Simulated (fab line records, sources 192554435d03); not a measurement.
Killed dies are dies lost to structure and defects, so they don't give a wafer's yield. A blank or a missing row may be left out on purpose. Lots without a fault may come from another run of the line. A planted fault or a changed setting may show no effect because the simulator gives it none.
Which tool did it? | flow n5_finfet | 11 lots, 31 wafers sampled, at 3 steps of a route of 1938

WHAT THE GAUGES READ, wafer by wafer
N5_BEOL_M8_CD_MEAS_35: target cd 40 nm.
lot  | measured     | on        | cd_nm (nm)
L124 | day 9 03:16  | cd_sem-01 | 40.4 39.9 40.1
L123 | day 9 03:47  | cd_sem-01 | 40.2 40.3 40.1
L125 | day 9 19:37  | cd_sem-02 | 40.8 40.7 40.9
L126 | day 10 02:09 | cd_sem-02 | 40.6 39.3
L127 | day 10 08:00 | cd_sem-03 | 38.9 40.4 40.1
L130 | day 11 00:07 | cd_sem-01 | 39.5 39.7 40.4
L131 | day 10 23:43 | cd_sem-01 | 40.6 40.4 40.4
L134 | day 12 05:08 | cd_sem-02 | 39.4 39.2 39.7
L136 | day 12 14:20 | cd_sem-01 | 39.1 39.4
L139 | day 13 03:50 | cd_sem-02 | 39.8 39.6 38.2
L137 | day 13 03:55 | cd_sem-02 | 40.0 40.0 40.5

WHICH TOOL RAN EACH LOT (tool, then ch and the chambers of the sampled wafers, then the start)
lot  | N5_BEOL_M8_EXPOSE_08               | N5_BEOL_M8_STRIP_80
L124 | arfi_scanner-02 ch 0, day 9 00:02  | rie_diel-05 ch 0,2, day 9 03:16 or earlier
L123 | arfi_scanner-01 ch 0, day 9 01:35  | rie_diel-05 ch 0,1,2, day 9 03:47 or earlier
L125 | arfi_scanner-02 ch 0, day 9 17:23  | rie_diel-02 ch 0,1,3, day 9 19:37 or earlier
L126 | arfi_scanner-01 ch 0, day 9 21:29  | rie_diel-06 ch 0,2, day 10 02:09 or earlier
L127 | arfi_scanner-02 ch 0, day 10 06:03 | rie_diel-05 ch 1,2,3, day 10 08:00 or earlier
L130 | arfi_scanner-01 ch 0, day 10 20:25 | rie_diel-02 ch 0,1,3, day 11 00:07 or earlier
L131 | arfi_scanner-01 ch 0, day 10 20:28 | rie_diel-02 ch 0,1,3, day 10 23:43 or earlier
L134 | arfi_scanner-03 ch 0, day 11 23:59 | rie_diel-05 ch 0,2, day 12 05:08 or earlier
L136 | arfi_scanner-03 ch 0, day 12 12:22 | rie_diel-02 ch 0,2, day 12 14:20 or earlier
L139 | arfi_scanner-03 ch 0, day 13 01:56 | rie_diel-02 ch 0,1,2, day 13 03:50 or earlier
L137 | arfi_scanner-02 ch 0, day 13 02:05 | rie_diel-06 ch 1,2,3, day 13 03:55 or earlier
- N5_BEOL_M8_EXPOSE_08: exposes mask M8.
- N5_BEOL_M8_STRIP_80: strips in N2/H2, time 10 s.

THE ANSWER, worked out from the rows above alone
Rule: what is usual is taken from the lots themselves. Put in order of their means at a reading, lots are off if they are a third of the lots or fewer, leave a main group of 4 or more, and stand apart from it by a gap of 3 or more times the standard deviation of the main group's means; of several such gaps the widest counts. A main group whose means are all the same, to the digits that the tables above print for the reading, isn't used. A lot without any number at a reading at which 4 lots or more have one is off too. The other lots that the step has rows for count as sound.
No lot is off at any reading shown: from this, nothing can be told.

WHAT THE SIMULATOR HAD PUT IN
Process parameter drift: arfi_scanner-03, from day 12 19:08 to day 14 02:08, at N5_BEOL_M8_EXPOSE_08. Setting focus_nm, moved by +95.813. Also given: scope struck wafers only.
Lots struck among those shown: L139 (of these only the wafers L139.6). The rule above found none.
